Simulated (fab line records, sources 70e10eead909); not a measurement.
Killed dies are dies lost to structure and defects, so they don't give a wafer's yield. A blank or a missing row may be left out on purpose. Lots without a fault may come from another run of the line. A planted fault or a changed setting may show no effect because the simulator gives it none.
fab line records | flow nand_harc
record lots=24 wafers=72 last_day=34
route steps=1302 shown A_CHANNEL_HOLE_D1@475 A_CHANNEL_FILL_D1@500 A_DECK1_JOINT@527 A_ONON_D2@569 A_CHANNEL_HOLE_D2@585
lots that met no fault: from a run of the same line without faults
start_h: hours from the record's first day to the start of the lot's first wafer shown | wait_h: hours since the lot's step before | " the same as in the row above | L1.1+2: a row that stands for several wafers | - no value, or no start given | * or withheld: withheld | < > ~ a bound
route shown NAME@n: a module of which the file shows steps, and the number in the route of the first | usual: mean/standard deviation of fault-free wafers | same: alike in all rows | chamber/n: place in a boat | sites: the reading at each site | _std_site: their standard deviation | _edge_site: outer sites' mean less inner sites' | radius_mm: how far each site lies from the wafer's centre | mask NAME#n: copy n | behind: the tool/chamber that last shaped the wafer | hold: why the lot was held/for how many hours/how that ended | device: the transistor (n, p or np) that didn't switch | end of line: the same wafers' tests at the end of the route | a step without rows: its recipe alone | killed: dies lost to structure and defects at the first sort, not the wafer's yield | map: a wafer's dies, x killed, . not, _ none there
set.NAME: the setting as run; set.NAME@STEP: as run at that earlier step | model.NAME: the simulator's own value behind a step, which no gauge read
steps of the route over a sample of lots; a table a step, a row a wafer
services: from which hour (start_h, from the record's first day; less than 0 if before it) a tool's chamber was out of use, for how many hours, and why
## steps
# step NHARC_A_CHANNEL_HOLE_D1_ETCH_23
# recipe bias_v=5000 source_w=withheld pressure_mtorr=20 time_s=819 ar_flow_sccm=375 c4f8_flow_sccm=89.3 o2_flow_sccm=35.7 temp_c=-20 target_depth_a=16000 chemistry=C4F8/O2/Ar
# usual drypump_motor_current_A=5.2/0.53 showerhead_plenum_p_Torr=3.69/0.036 throttle_valve_pct=32.154/0.0079
# columns lot.wafer tool chamber start_h wait_h drypump_motor_current_A rf_hours_counter_h showerhead_plenum_p_Torr throttle_valve_pct
L074.3 har_etch-01 1 188.61 0.5 4.7 - 3.73 32.144
L074.6 " 0 " " 5.9 - 3.73 32.142
L074.5 " 1 " " 4.7 - 3.73 32.147
L076.1 har_etch-02 0 201.75 0.5 4.7 300 3.68 32.154
L076.3 " 0 " " 4.7 - 3.68 32.165
L076.4 " 1 " " 5.1 - 3.76 32.155
L075.2 har_etch-01 0 202.31 0.5 5.9 97 3.73 32.157
L075.4 " 0 " " 5.9 - 3.73 32.170
L075.5 " 0 " " 6.0 - 3.73 32.161
L077.1 har_etch-02 1 217.83 0.5 5.1 315 3.76 32.151
L077.4 " 1 " " 5.1 - 3.76 32.152
L077.5 " 0 " " 4.7 - 3.67 32.147
L078.2 har_etch-01 1 225.82 0.5 4.7 112 3.72 32.161
L078.4 " 1 " " 4.7 - 3.72 32.143
L078.3 " 0 " " 5.9 - 3.72 32.143
L079.1 har_etch-01 0 232.20 0.5 6.0 116 3.72 32.156
L079.3 " 1 " " 4.7 - 3.72 32.150
L079.4 " 0 " " 6.0 - 3.72 32.166
L080.2 har_etch-01 0 240.65 0.5 5.9 120 3.71 32.155
L080.3 " 0 " " 5.9 - 3.72 32.150
L080.4 " 1 " " 4.7 - 3.72 32.158
L081.3 har_etch-01 1 261.39 0.5 4.7 - 3.71 32.149
L081.6 " 1 " " 4.7 - 3.71 32.151
L081.5 " 0 " " 5.9 - 3.71 32.151
L082.1 har_etch-02 0 268.42 0.5 4.7 342 3.66 32.151
L082.4 " 0 " " 4.7 - 3.66 32.146
L082.6 " 0 " " 4.7 - 3.66 32.155
L083.4 har_etch-01 1 281.18 0.5 4.8 - 3.70 32.169
L083.3 " 0 " " 5.9 - 3.70 32.151
L083.6 " 0 " " 5.9 - 3.70 32.157
L084.2 har_etch-01 1 286.29 0.5 4.7 146 3.70 32.156
L084.1 " 0 " " 5.9 146 3.70 32.162
L084.6 " 0 " " 5.9 - 3.70 32.149
L085.1 har_etch-02 0 289.02 0.9 4.7 358 3.65 32.166
L085.4 " 0 " " 4.7 - 3.65 32.147
L085.5 " 0 " " 4.7 - 3.65 32.147
L086.1 har_etch-01 0 307.89 0.5 5.9 158 3.69 32.152
L086.4 " 1 " " 4.7 - 3.69 32.143
L086.3 " 0 " " 5.9 - 3.69 32.152
L087.1 har_etch-01 0 312.05 0.5 5.9 162 3.69 32.160
L087.6 " 1 " " 4.7 - 3.69 32.148
L087.5 " 0 " " 5.9 - 3.69 32.172
L088.1 har_etch-02 0 331.72 0.5 4.7 387 3.63 32.146
L088.5 " 0 " " 4.7 - 3.63 32.155
L088.6 " 1 " " 5.1 - 3.73 32.148
L089.1 har_etch-01 0 335.05 0.5 5.9 174 3.69 32.148
L089.3 " 0 " " 5.9 - 3.69 32.161
L089.6 " 1 " " 4.7 - 3.69 32.153
L090.2 har_etch-02 1 347.29 0.5 5.1 376 3.72 32.162
L090.5 " 0 " " 4.7 - 3.63 32.149
L090.6 " 1 " " 5.1 - 3.72 32.144
L092.2 har_etch-02 0 362.32 0.5 4.7 406 3.62 32.156
L092.3 " 1 " " 5.1 - 3.72 32.146
L092.5 " 1 " " 5.1 - 3.72 32.156
L091.2 har_etch-01 0 362.37 0.5 5.9 189 3.68 32.147
L091.3 " 1 " " 4.7 - 3.68 32.154
L091.5 " 1 " " 4.7 - 3.68 32.142
L094.2 har_etch-01 1 384.24 0.5 4.7 204 3.67 32.168
L094.3 " 1 " " 4.7 - 3.67 32.141
L094.5 " 1 " " 4.7 - 3.67 32.148
L093.2 har_etch-01 0 388.27 0.5 5.9 208 3.67 32.165
L093.4 " 1 " " 4.7 - 3.67 32.149
L093.5 " 1 " " 4.8 - 3.67 32.155
L095.3 har_etch-02 0 398.02 0.5 4.7 - 3.62 32.145
L095.4 " 1 " " 5.1 - 3.71 32.172
L095.6 " 0 " " 4.7 - 3.62 32.159
L096.1 har_etch-01 1 405.13 0.5 4.7 223 3.66 32.163
L096.3 " 0 " " 6.0 - 3.66 32.167
L096.4 " 1 " " 4.7 - 3.66 32.153
L097.1 har_etch-02 0 418.00 0.5 4.7 17 3.61 32.156
L097.4 " 0 " " 4.7 - 3.61 32.156
L097.5 " 0 " " 4.7 - 3.61 32.157
# step NHARC_A_CHANNEL_FILL_D1_ETCHBACK_20
# recipe target_depth_a=270 time_s=13.5 c4f8_flow_sccm=withheld o2_flow_sccm=8 ar_flow_sccm=withheld rf_w=600 bias_w=1500 chemistry=C4F8/O2/Ar
# usual oes_product_au=0.97/0.036 rf_vpp_V=978/4.1
# columns lot.wafer tool chamber start_h wait_h oes_product_au rf_hours_counter_h rf_vpp_V
L074.3 rie_diel-11 0 217.10 - 0.94 6 981
L074.5 " 2 " " 0.93 - 980
L074.6 " 3 " " 0.91 - 975
L076.1 rie_diel-02 1 230.32 - 1.00 0 969
L076.3 " 2 " " 1.02 0 985
L076.4 " 0 " " 0.98 0 975
L075.4 rie_diel-11 2 230.34 - 0.91 5 980
L075.2 " 3 " " 0.90 6 976
L075.5 " 1 " " 0.93 - 975
L077.4 rie_diel-09 3 246.51 - 0.94 4 975
L077.1 " 1 " " 0.92 3 981
L077.5 " 3 " " 0.94 - 975
L078.2 rie_diel-11 1 255.50 - 1.02 8 976
L078.3 " 2 " " 0.98 7 979
L078.4 " 0 " " 1.01 - 979
L079.3 rie_diel-02 0 263.13 - 0.99 3 974
L079.1 " 2 " " 1.02 3 985
L079.4 " 3 " " 1.01 2 985
L080.2 rie_diel-11 1 271.26 - 0.99 0 975
L080.4 " 3 " " 0.98 0 975
L080.3 " 0 " " 1.02 0 981
L081.3 rie_diel-11 3 291.54 - 0.98 1 975
L081.5 " 2 " " 0.96 - 980
L081.6 " 3 " " 0.96 - 974
L082.1 rie_diel-11 2 298.99 - 0.99 2 981
L082.4 " 1 " " 1.00 1 977
L082.6 " 2 " " 0.99 - 980
L083.4 rie_diel-11 0 311.72 - 1.01 2 979
L083.3 " 2 " " 0.98 3 979
L083.6 " 0 " " 1.02 - 979
L084.1 rie_diel-11 3 319.40 - 0.98 3 975
L084.2 " 0 " " 1.01 3 980
L084.6 " 2 " " 0.98 - 980
L085.1 rie_diel-11 0 322.93 - 1.01 3 980
L085.4 " 2 " " 0.97 - 978
L085.5 " 3 " " 0.97 - 975
L086.4 rie_diel-09 0 337.02 - 1.01 0 979
L086.1 " 1 " " 0.98 0 982
L086.3 " 2 " " 1.01 0 972
L087.1 rie_diel-11 1 340.93 - 0.95 3 976
L087.6 " 2 " " 0.94 - 979
L087.5 " 3 " " 0.95 - 974
L088.1 rie_diel-02 2 360.99 - 0.94 10 984
L088.6 " 1 " " 0.93 - 970
L088.5 " 2 " " 0.94 - 982
L089.1 rie_diel-02 1 363.91 - 0.93 10 970
L089.3 " 3 " " 0.94 10 986
L089.6 " 0 " " 0.92 - 974
L090.2 rie_diel-02 1 376.16 - 0.95 11 970
L090.5 " 1 " " 0.95 - 971
L090.6 " 2 " " 0.99 - 984
L092.3 rie_diel-11 3 391.14 - 0.90 6 976
L092.2 " 2 " " 0.91 6 979
L092.5 " 0 " " 0.93 - 980
L091.3 rie_diel-09 0 391.14 - 0.99 2 978
L091.2 " 3 " " 1.00 2 975
L091.5 " 1 " " 0.97 - 982
L094.3 rie_diel-02 3 412.77 - 1.00 1 985
L094.2 " 1 " " 1.00 1 970
L094.5 " 3 " " 1.00 - 985
L093.2 rie_diel-11 0 417.82 - 0.93 8 980
L093.4 " 1 " " 0.99 7 976
L093.5 " 0 " " 0.93 - 979
L095.3 rie_diel-02 2 429.23 - 0.96 2 983
L095.4 " 3 " " 0.94 1 985
L095.6 " 2 " " 0.95 - 984
L096.4 rie_diel-09 1 433.66 - 0.91 4 981
L096.1 " 2 " " 0.94 4 972
L096.3 " 3 " " 0.94 4 975
L097.1 rie_diel-11 3 448.37 - 1.01 0 974
L097.4 " 0 " " 1.00 - 980
L097.5 " 1 " " 1.01 - 976
# step NHARC_A_CHANNEL_FILL_D1_STRIP_29
# recipe time_s=20 o2_flow_sccm=500 ar_flow_sccm=0 bias_w=0 chemistry=O2
# usual drypump_motor_current_A=5.6/0.39 oes_product_au=1.002/0.014 rf_vpp_V=57.8/0.81 showerhead_plenum_p_Torr=3.51/0.11 throttle_valve_pct=17.037/0.0089
# columns lot.wafer tool chamber start_h wait_h drypump_motor_current_A oes_product_au rf_hours_counter_h rf_vpp_V showerhead_plenum_p_Torr throttle_valve_pct
L074.3 rie_diel-02 2 - - 5.5 1.021 0.2 58.2 3.67 17.042
L074.5 " 0 " " 5.1 0.999 - 58.2 3.44 17.027
L074.6 " 1 " " 6.1 1.012 - 57.1 3.33 17.031
L076.4 rie_diel-02 1 - - 6.1 1.019 2.0 56.3 3.33 17.034
L076.3 " 2 " " 5.5 1.013 1.8 58.9 3.67 17.039
L076.1 " 3 " " 5.8 1.006 1.7 56.8 3.70 17.046
L075.2 rie_diel-11 3 - - 5.3 0.984 7.7 57.0 3.44 17.044
L075.4 " 0 " " 5.8 1.018 8.5 58.6 3.58 17.030
L075.5 " 2 " " 5.3 0.989 - 57.7 3.55 17.036
L077.1 rie_diel-09 1 - - 4.7 0.996 4.2 59.2 3.60 17.030
L077.4 " 3 " " 5.5 1.025 5.0 57.5 3.46 17.039
L077.5 " 0 " " 6.0 0.997 - 57.0 3.53 17.059
L078.4 rie_diel-11 2 - - 5.3 0.989 0.4 58.5 3.55 17.037
L078.2 " 0 " " 5.7 1.018 0.2 58.7 3.58 17.030
L078.3 " 1 " " 6.1 0.996 0.2 56.3 3.47 17.046
L079.4 rie_diel-02 0 - - 5.1 0.983 4.6 58.2 3.44 17.024
L079.3 " 1 " " 6.1 1.013 4.6 56.2 3.33 17.037
L079.1 " 2 " " 5.5 1.020 4.1 59.4 3.67 17.030
L080.3 rie_diel-02 1 - - 6.1 1.008 4.7 56.6 3.33 17.026
L080.2 " 3 " " 5.8 1.012 4.3 58.6 3.70 17.047
L080.4 " 0 " " 5.1 0.985 4.7 59.3 3.44 17.043
L081.3 rie_diel-02 1 - - 6.1 1.018 5.8 57.4 3.33 17.029
L081.5 " 2 " " 5.5 1.016 - 59.7 3.67 17.033
L081.6 " 3 " " 5.8 1.012 - 57.1 3.70 17.034
L082.1 rie_diel-09 0 - - 6.0 0.995 9.2 56.7 3.53 17.034
L082.4 " 1 " " 4.7 0.995 9.2 57.1 3.59 17.026
L082.6 " 1 " " 4.7 0.996 - 56.6 3.59 17.028
L083.4 rie_diel-02 1 - - 6.1 1.011 8.0 58.2 3.32 17.034
L083.3 " 3 " " 5.8 0.999 7.4 57.8 3.70 17.033
L083.6 " 2 " " 5.5 1.020 - 57.3 3.67 17.038
L085.1 rie_diel-11 1 - - 6.1 0.989 2.7 56.4 3.47 17.031
L085.4 " 2 " " 5.3 0.985 3.7 57.9 3.55 17.026
L085.5 " 0 " " 5.8 1.002 - 58.0 3.57 17.050
L084.1 rie_diel-02 0 - - 5.1 0.991 8.5 56.0 3.43 17.041
L084.2 " 1 " " 6.1 1.006 8.4 57.8 3.32 17.032
L084.6 " 0 " " 5.1 0.992 - 57.6 3.43 17.025
L086.3 rie_diel-11 3 - - 5.3 0.981 5.0 59.1 3.44 17.034
L086.4 " 1 " " 6.1 1.002 3.4 58.0 3.47 17.046
L086.1 " 2 " " 5.3 0.976 4.5 57.6 3.55 17.044
L087.1 rie_diel-02 2 - - 5.5 1.027 9.5 58.5 3.67 17.029
L087.5 " 0 " " 5.1 0.985 - 57.2 3.43 17.015
L087.6 " 1 " " 6.1 1.007 - 56.7 3.32 17.037
L089.3 rie_diel-09 1 - - 4.7 0.972 2.5 56.9 3.59 17.036
L089.1 " 2 " " 5.4 1.007 1.9 57.4 3.39 17.043
L089.6 " 0 " " 6.0 1.001 - 58.3 3.53 17.047
L088.1 rie_diel-11 1 - - 6.1 1.002 4.9 57.4 3.47 17.044
L088.6 " 3 " " 5.3 0.970 - 55.1 3.44 17.034
L088.5 " 0 " " 5.7 1.010 - 57.6 3.57 17.035
L090.2 rie_diel-09 0 - - 6.0 1.005 2.5 57.3 3.53 17.020
L090.5 " 1 " " 4.7 0.966 - 58.1 3.59 17.048
L090.6 " 2 " " 5.4 1.012 - 57.4 3.39 17.046
L092.3 rie_diel-11 2 - - 5.3 0.994 7.6 57.7 3.55 17.021
L092.2 " 0 " " 5.7 1.013 7.9 59.2 3.57 17.036
L092.5 " 1 " " 6.1 1.009 - 58.1 3.47 17.036
L091.3 rie_diel-09 2 - - 5.4 1.004 3.0 57.6 3.39 17.035
L091.2 " 0 " " 5.9 0.998 3.6 58.8 3.53 17.035
L091.5 " 3 " " 5.5 1.017 - 58.5 3.45 17.031
L094.2 rie_diel-11 2 - - 5.3 0.993 8.4 57.7 3.55 17.030
L094.3 " 0 " " 5.8 1.008 9.0 58.0 3.57 17.046
L094.5 " 1 " " 6.1 1.019 - 58.2 3.47 17.041
L093.2 rie_diel-02 3 - - 5.8 0.998 1.5 58.6 3.69 17.034
L093.4 " 1 " " 6.1 0.993 2.0 58.3 3.32 17.046
L093.5 " 2 " " 5.5 0.999 - 58.3 3.66 17.041
L095.3 rie_diel-11 1 446.95 0.1 6.1 1.015 0.6 57.7 3.47 17.036
L095.4 " 3 " " 5.4 1.009 - 57.2 3.43 17.026
L095.6 " 0 " " 5.7 1.006 - 59.2 3.57 17.029
L096.4 rie_diel-09 1 - - 4.7 0.986 5.3 57.8 3.59 17.034
L096.1 " 2 " " 5.4 1.017 5.5 57.6 3.39 17.044
L096.3 " 3 " " 5.5 1.018 5.0 58.2 3.45 17.040
L097.4 rie_diel-02 1 - - 6.1 1.002 3.1 56.3 3.32 17.053
L097.1 " 3 " " 5.8 1.016 2.9 57.8 3.69 17.030
L097.5 " 1 " " 6.1 0.997 - 57.0 3.32 17.039
# step NHARC_A_DECK1_JOINT_CMP_13
# recipe target_thk_nm=51.023
# usual edge_zone_pressure_frac=1.000/0.0046 motor_current_A=12.6/1.1 time_to_endpoint_s=9.5/2.7
# columns lot.wafer tool chamber start_h wait_h edge_zone_pressure_frac motor_current_A time_to_endpoint_s
L074.3 cmp-04 3 251.42 0.4 1.002 12.3 12.7
L074.5 " 1 " " 0.998 14.4 10.9
L074.6 " 2 " " 1.006 12.6 9.8
L076.4 cmp-01 0 264.37 0.4 0.998 13.6 5.9
L076.3 " 1 " " 1.005 12.0 7.8
L076.1 " 2 " " 1.004 12.3 12.3
L075.2 cmp-04 1 264.37 0.4 1.005 13.7 10.1
L075.4 " 3 " " 1.005 11.3 10.7
L075.5 " 0 " " 0.999 11.8 6.3
L077.1 cmp-04 0 280.62 0.4 1.000 11.4 6.6
L077.4 " 1 " " 1.001 13.4 6.9
L077.5 " 0 " " 1.008 11.3 5.6
L078.2 cmp-03 2 293.37 0.4 0.996 11.4 10.3
L078.3 " 3 " " 1.008 13.6 5.8
L078.4 " 0 " " 0.995 14.6 9.9
L079.4 cmp-03 3 297.25 0.4 0.997 13.0 7.5
L079.3 " 0 " " 1.001 14.4 9.9
L079.1 " 1 " " 1.001 11.5 17.6
L080.3 cmp-04 1 305.39 0.4 0.996 13.7 7.0
L080.2 " 2 " " 0.998 12.2 4.9
L080.4 " 0 " " 1.004 11.7 6.0
L081.3 cmp-01 1 325.79 0.4 0.993 11.9 8.7
L081.5 " 1 " " 1.001 11.9 11.8
L081.6 " 2 " " 1.007 12.0 11.5
L082.1 cmp-03 3 335.43 0.4 0.991 14.1 6.1
L082.4 " 2 " " 0.992 11.4 11.2
L082.6 " 3 " " 0.998 14.0 7.8
L083.3 cmp-04 1 345.50 0.4 0.995 13.3 11.6
L083.4 " 2 " " 0.987 12.2 8.6
L083.6 " 1 " " 0.998 14.2 9.4
L085.1 cmp-01 2 357.04 0.4 1.004 12.6 7.3
L085.4 " 1 " " 0.997 12.3 9.2
L085.5 " 2 " " 1.009 13.4 9.8
L084.1 cmp-04 3 357.06 0.4 0.996 12.1 9.7
L084.2 " 1 " " 1.005 13.9 12.0
L084.6 " 2 " " 1.002 12.5 7.0
L086.4 cmp-01 3 371.02 0.4 0.989 13.7 7.4
L086.3 " 0 " " 0.992 12.8 7.3
L086.1 " 2 " " 0.999 12.8 8.3
L087.1 cmp-03 1 375.11 0.4 1.004 11.5 14.1
L087.5 " 2 " " 1.006 11.5 11.5
L087.6 " 3 " " 0.994 13.5 7.0
L088.1 cmp-03 3 396.77 0.4 0.998 13.7 8.7
L088.6 " 1 " " 1.003 11.3 17.4
L088.5 " 2 " " 0.994 11.2 9.6
L089.1 cmp-01 0 396.85 0.5 1.003 12.6 8.1
L089.3 " 1 " " 1.005 12.2 7.9
L089.6 " 3 " " 0.998 12.8 10.3
L090.2 cmp-04 0 410.40 0.4 0.999 11.3 2.8
L090.6 " 0 " " 0.999 11.9 3.4
L090.5 " 1 " " 0.994 14.4 6.0
L092.2 cmp-03 3 426.66 0.4 1.002 13.3 8.4
L092.3 " 2 " " 1.003 11.3 12.5
L092.5 " 0 " " 0.998 14.6 8.6
L091.2 cmp-04 1 426.69 0.4 1.002 14.0 12.8
L091.3 " 2 " " 1.001 12.3 8.7
L091.5 " 1 " " 1.004 13.9 10.3
L094.2 cmp-01 2 447.69 0.4 1.010 12.8 12.7
L094.3 " 3 " " 0.993 12.7 13.3
L094.5 " 1 " " 0.995 12.1 9.1
L093.4 cmp-03 0 451.64 0.4 1.002 14.7 10.6
L093.2 " 1 " " 1.000 11.7 14.6
L093.5 " 0 " " 1.004 14.3 9.0
L095.4 cmp-03 3 463.43 0.4 0.995 12.7 8.2
L095.3 " 1 " " 1.005 11.0 14.6
L095.6 " 3 " " 0.998 13.3 5.5
L096.1 cmp-01 3 470.69 0.4 1.005 12.9 12.9
L096.3 " 1 " " 1.001 11.9 9.4
L096.4 " 2 " " 0.993 12.9 12.1
L097.1 cmp-01 1 486.51 0.4 1.002 11.5 9.0
L097.4 " 3 " " 1.005 13.2 11.0
L097.5 " 2 " " 0.990 12.8 11.1
# step NHARC_A_ONON_D2_INSPECT_32
# usual raw_defect_count=416/150
# columns lot.wafer tool chamber start_h wait_h raw_defect_count
L074.3 defect_inspect-01 - 287.14 0.1 351
L074.5 " - " " 413
L074.6 " - " " 839
L075.2 defect_inspect-02 - 306.73 0.0 273
L075.4 " - " " 333
L075.5 " - " " 342
L076.1 defect_inspect-01 - 306.73 0.0 410
L076.3 " - " " 813
L076.4 " - " " 441
L077.1 defect_inspect-02 - 325.05 0.0 370
L077.4 " - " " 345
L077.5 " - " " 410
L079.1 defect_inspect-02 - 331.71 0.0 483
L079.3 " - " " 380
L079.4 " - " " 239
L078.2 defect_inspect-01 - 331.78 0.0 201
L078.3 " - " " 392
L078.4 " - " " 293
L080.2 defect_inspect-02 - 343.54 0.0 253
L080.3 " - " " 694
L080.4 " - " " 597
L081.3 defect_inspect-01 - 369.50 0.0 530
L081.5 " - " " 386
L081.6 " - " " 374
L082.1 defect_inspect-02 - 369.79 0.0 337
L082.4 " - " " 392
L082.6 " - " " 474
L083.3 defect_inspect-02 - 385.35 0.0 533
L083.4 " - " " 951
L083.6 " - " " 549
L085.1 defect_inspect-02 - 394.43 0.0 310
L085.4 " - " " 449
L085.5 " - " " 283
L084.1 defect_inspect-01 - 394.44 0.0 567
L084.2 " - " " 541
L084.6 " - " " 347
L086.1 defect_inspect-01 - 408.22 0.0 591
L086.3 " - " " 587
L086.4 " - " " 335
L087.1 defect_inspect-02 - 408.24 0.0 539
L087.5 " - " " 609
L087.6 " - " " 230
L089.1 defect_inspect-02 - 435.98 0.0 343
L089.3 " - " " 470
L089.6 " - " " 407
L088.1 defect_inspect-01 - 436.00 0.0 400
L088.5 " - " " 617
L088.6 " - " " 263
L090.2 defect_inspect-01 - 452.98 0.0 237
L090.5 " - " " 425
L090.6 " - " " 360
L091.2 defect_inspect-01 - 466.27 0.0 525
L091.3 " - " " 250
L091.5 " - " " 281
L092.2 defect_inspect-02 - 466.29 0.0 1013
L092.3 " - " " 729
L092.5 " - " " 833
L093.2 defect_inspect-01 - 483.56 0.0 250
L093.4 " - " " 337
L093.5 " - " " 275
L094.2 defect_inspect-02 - 483.58 0.0 347
L094.3 " - " " 381
L094.5 " - " " 367
L096.1 defect_inspect-01 - 509.67 0.0 326
L096.3 " - " " 441
L096.4 " - " " 411
L095.3 defect_inspect-02 - 509.73 0.0 208
L095.4 " - " " 319
L095.6 " - " " 428
L097.1 defect_inspect-01 - 537.26 0.0 347
L097.4 " - " " 310
L097.5 " - " " 463
# step NHARC_A_CHANNEL_HOLE_D2_DESCUM_15
# recipe time_s=3 o2_flow_sccm=200 ar_flow_sccm=0 bias_power_w=0 chemistry=O2
# usual drypump_motor_current_A=5.5/0.47 oes_product_au=1.002/0.013 rf_vpp_V=57.9/0.93 showerhead_plenum_p_Torr=1.92/0.067 throttle_valve_pct=11.312/0.0098
# columns lot.wafer tool chamber start_h wait_h drypump_motor_current_A oes_product_au rf_hours_counter_h rf_vpp_V showerhead_plenum_p_Torr throttle_valve_pct
L074.3 rie_diel-10 3 290.02 0.1 5.2 1.027 1.3 58.6 1.94 11.300
L074.6 " 1 " " 4.9 0.983 - 57.1 1.90 11.288
L074.5 " 2 " " 5.1 1.017 - 56.9 1.98 11.317
L075.2 rie_diel-10 3 311.49 0.1 5.2 1.020 3.1 58.5 1.94 11.318
L075.4 " 1 " " 4.9 0.994 2.6 56.9 1.90 11.323
L075.5 " 0 " " 5.3 1.008 - 58.3 1.79 11.300
L076.1 rie_diel-10 3 313.42 0.1 5.2 1.012 3.8 57.0 1.94 11.309
L076.4 " 0 " " 5.3 1.014 3.6 57.0 1.79 11.302
L076.3 " 1 " " 4.9 0.990 3.0 57.9 1.90 11.318
L077.1 rie_diel-05 0 328.07 0.1 6.3 1.017 5.6 57.4 1.87 11.312
L077.4 " 3 " " 6.7 0.986 - 57.6 1.84 11.304
L077.5 " 2 " " 6.0 1.010 - 59.0 2.00 11.325
L079.1 rie_diel-10 2 336.52 0.1 5.1 1.013 4.7 57.5 1.98 11.322
L079.4 " 0 " " 5.3 1.007 5.3 56.9 1.79 11.303
L079.3 " 1 " " 4.9 0.975 4.3 56.7 1.90 11.320
L078.3 rie_diel-06 3 337.88 0.1 5.5 0.994 0.5 58.0 2.01 11.321
L078.2 " 0 " " 5.3 1.012 0.7 57.3 1.92 11.316
L078.4 " 2 " " 5.4 1.022 0.5 58.4 1.86 11.322
L080.2 rie_diel-06 3 349.58 0.1 5.5 0.998 1.2 58.8 2.01 11.321
L080.4 " 0 " " 5.3 1.002 1.3 56.9 1.92 11.323
L080.3 " 1 " " 5.0 0.995 1.5 57.8 1.99 11.300
L081.3 rie_diel-06 1 374.00 0.1 5.0 0.999 2.5 59.0 1.99 11.324
L081.6 " 0 " " 5.3 1.003 - 58.7 1.92 11.314
L081.5 " 1 " " 5.0 1.001 - 59.1 1.99 11.313
L082.1 rie_diel-10 0 375.37 0.1 5.3 1.019 7.0 56.9 1.79 11.322
L082.4 " 2 " " 5.1 1.018 6.7 59.7 1.98 11.317
L082.6 " 0 " " 5.3 1.020 - 57.9 1.79 11.306
L083.3 rie_diel-06 1 390.03 0.1 5.1 1.000 3.3 57.0 1.99 11.313
L083.4 " 2 " " 5.4 1.002 2.9 57.7 1.86 11.309
L083.6 " 1 " " 5.1 0.997 - 59.9 1.99 11.321
L085.1 rie_diel-06 3 398.02 0.1 5.5 0.983 3.8 58.5 2.01 11.312
L085.4 " 0 " " 5.3 1.007 - 58.8 1.92 11.322
L085.5 " 2 " " 5.4 1.011 - 58.4 1.86 11.303
L084.2 rie_diel-05 2 399.55 0.1 6.0 0.988 8.6 57.7 2.00 11.304
L084.1 " 3 " " 6.6 0.982 10.3 58.2 1.84 11.329
L084.6 " 1 " " 5.7 0.984 - 57.5 1.94 11.310
L086.3 rie_diel-06 1 411.12 0.1 5.0 0.987 4.0 58.0 1.99 11.321
L086.1 " 2 " " 5.4 1.013 5.0 57.6 1.86 11.311
L086.4 " 3 " " 5.5 0.988 5.3 56.8 2.01 11.323
L087.1 rie_diel-10 1 411.30 0.1 4.9 0.974 8.7 57.1 1.89 11.320
L087.5 " 2 " " 5.0 1.009 - 58.8 1.98 11.292
L087.6 " 3 " " 5.2 0.999 - 58.1 1.94 11.325
L089.3 rie_diel-10 0 439.20 0.1 5.3 0.986 0.2 56.7 1.79 11.325
L089.1 " 1 " " 4.9 0.972 0.2 58.2 1.89 11.302
L089.6 " 1 " " 4.9 0.983 - 57.0 1.89 11.317
L088.1 rie_diel-06 1 441.11 0.1 5.0 0.991 5.5 60.3 1.99 11.314
L088.6 " 2 " " 5.4 1.018 - 55.3 1.86 11.301
L088.5 " 3 " " 5.5 0.986 - 58.2 2.01 11.328
L090.2 rie_diel-05 3 459.41 0.1 6.6 1.004 2.0 56.6 1.84 11.304
L090.6 " 0 " " 6.3 1.000 - 58.5 1.87 11.335
L090.5 " 1 " " 5.7 1.007 - 58.0 1.94 11.315
L091.2 rie_diel-05 3 471.17 0.1 6.6 1.010 3.4 57.4 1.84 11.303
L091.3 " 2 " " 6.0 1.005 2.8 57.4 2.00 11.300
L091.5 " 0 " " 6.3 1.000 - 56.7 1.87 11.316
L092.2 rie_diel-06 3 472.02 0.1 5.5 0.985 9.0 59.5 2.01 11.298
L092.3 " 0 " " 5.3 1.004 9.4 58.7 1.92 11.327
L092.5 " 2 " " 5.4 1.011 - 57.0 1.86 11.318
L093.4 rie_diel-10 2 486.52 0.1 5.0 1.017 3.0 58.8 1.98 11.305
L093.2 " 3 " " 5.2 1.000 3.0 57.1 1.94 11.317
L093.5 " 3 " " 5.2 1.007 - 57.3 1.94 11.305
L094.2 rie_diel-05 2 488.45 0.1 6.0 1.005 3.8 59.6 2.00 11.317
L094.3 " 3 " " 6.6 0.993 4.7 56.9 1.84 11.298
L094.5 " 1 " " 5.7 0.991 - 59.2 1.94 11.306
L096.3 rie_diel-06 2 512.47 0.1 5.4 0.991 0.1 57.6 1.86 11.312
L096.4 " 3 " " 5.5 0.993 0.5 58.0 2.01 11.314
L096.1 " 0 " " 5.3 1.008 0.5 58.4 1.91 11.308
L095.4 rie_diel-05 1 512.66 0.1 5.7 1.007 7.9 58.8 1.94 11.330
L095.3 " 2 " " 6.0 1.006 6.3 58.7 1.99 11.317
L095.6 " 3 " " 6.7 1.018 - 57.3 1.84 11.310
L097.4 rie_diel-06 3 540.47 0.1 5.5 0.986 1.7 58.0 2.01 11.322
L097.1 " 1 " " 5.0 0.994 2.0 57.3 1.99 11.315
L097.5 " 0 " " 5.3 1.008 - 57.4 1.91 11.331
## services
# columns tool chamber start_h hours kind
rie_diel-09 2 166.78 6.6 repair
rie_diel-09 1 200.94 6.2 repair
rie_diel-02 0 210.71 9.6 repair
rie_diel-02 - 216.70 9.0 pm
rie_diel-11 2 225.65 1.4 repair
rie_diel-11 3 243.87 2.7 repair
rie_diel-06 1 245.60 1.4 repair
rie_diel-11 3 251.00 7.5 repair
rie_diel-06 - 307.20 9.0 pm
rie_diel-11 1 318.08 14.1 repair
rie_diel-09 - 320.11 9.0 pm
rie_diel-11 - 359.85 1.2 repair
rie_diel-02 0 387.56 5.6 repair
rie_diel-02 1 393.68 6.2 repair
rie_diel-02 - 393.71 9.0 pm
rie_diel-06 1 397.16 12.5 repair
rie_diel-11 3 400.41 6.8 repair
rie_diel-02 - 404.14 0.4 repair
rie_diel-09 1 412.09 14.7 repair
rie_diel-11 - 432.57 9.0 pm
rie_diel-11 2 443.41 9.8 repair
rie_diel-06 1 445.99 5.6 repair
har_etch-01 - 458.81 3.2 repair
rie_diel-11 0 468.71 3.9 repair
## key
fault none
